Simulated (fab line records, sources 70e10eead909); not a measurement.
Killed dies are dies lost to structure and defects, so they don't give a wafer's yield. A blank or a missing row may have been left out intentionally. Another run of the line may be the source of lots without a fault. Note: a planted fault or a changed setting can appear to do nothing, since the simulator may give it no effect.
Matching of chambers | flow nandHarc | 4 sister chambers for NHARC_P_GATE_STRIP_101 on rieDiel-04
The step strips in O2, time 20 s. 8 wafers are shown with their chamber, then 8 later ones without.

## WAFERS, EACH WITH ITS CHAMBER
wafer  | chamber | drypumpMotorCurrentA (A) | oesProductAu (a.u.)
L079.2 | 1       | 5.7                      | 0.998
L079.3 | 0       | 5.8                      | 0.999
L079.5 | 2       | 6.6                      | 0.990
L079.6 | 3       | 5.3                      | 1.009
L081.1 | 3       | 5.3                      | 1.006
L081.2 | 2       | 6.6                      | 1.003
L081.3 | 0       | 5.7                      | 1.006
L081.4 | 1       | 5.6                      | 0.998

## WAFERS MISSING THEIR CHAMBER
wafer  | drypumpMotorCurrentA (A) | oesProductAu (a.u.)
L081.5 | 5.6                      | 0.996
L081.6 | 6.6                      | 0.996
L082.1 | 6.6                      | 0.985
L082.2 | 5.7                      | 1.007
L082.3 | 5.8                      | 1.000
L082.4 | 5.3                      | 0.992
L082.5 | 5.7                      | 0.993
L082.6 | 5.8                      | 1.014

## WHICH CHAMBER EACH WENT THROUGH
wafer  | from the rows above     | in truth
L081.5 | 1                       | 1
L081.6 | 2                       | 2
L082.1 | 2                       | 2
L082.2 | can't be placed: 0 or 1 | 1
L082.3 | can't be placed: 0 or 1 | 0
L082.4 | 3                       | 3
L082.5 | can't be placed: 1 or 0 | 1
L082.6 | can't be placed: 0 or 1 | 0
Placed correctly: 4 of 8. These rows do not allow placing 4 (true chamber among the candidates in 4). Wrongly placed: 0.
How it was worked out, from the rows above alone: a wafer's distance from a chamber is the root of the sum, over the readings, of the square of ((its reading less the chamber's mean) divided by the reading's scatter). The wafer belongs to the nearest chamber; if the next one is less than 2 further off, it can't be placed. The mean given for a chamber averages the wafers shown for that chamber. The scatter: take each reading less its chamber's mean, square it, sum over the shown wafers, divide by the number of wafers less the number of chambers, and take the root.
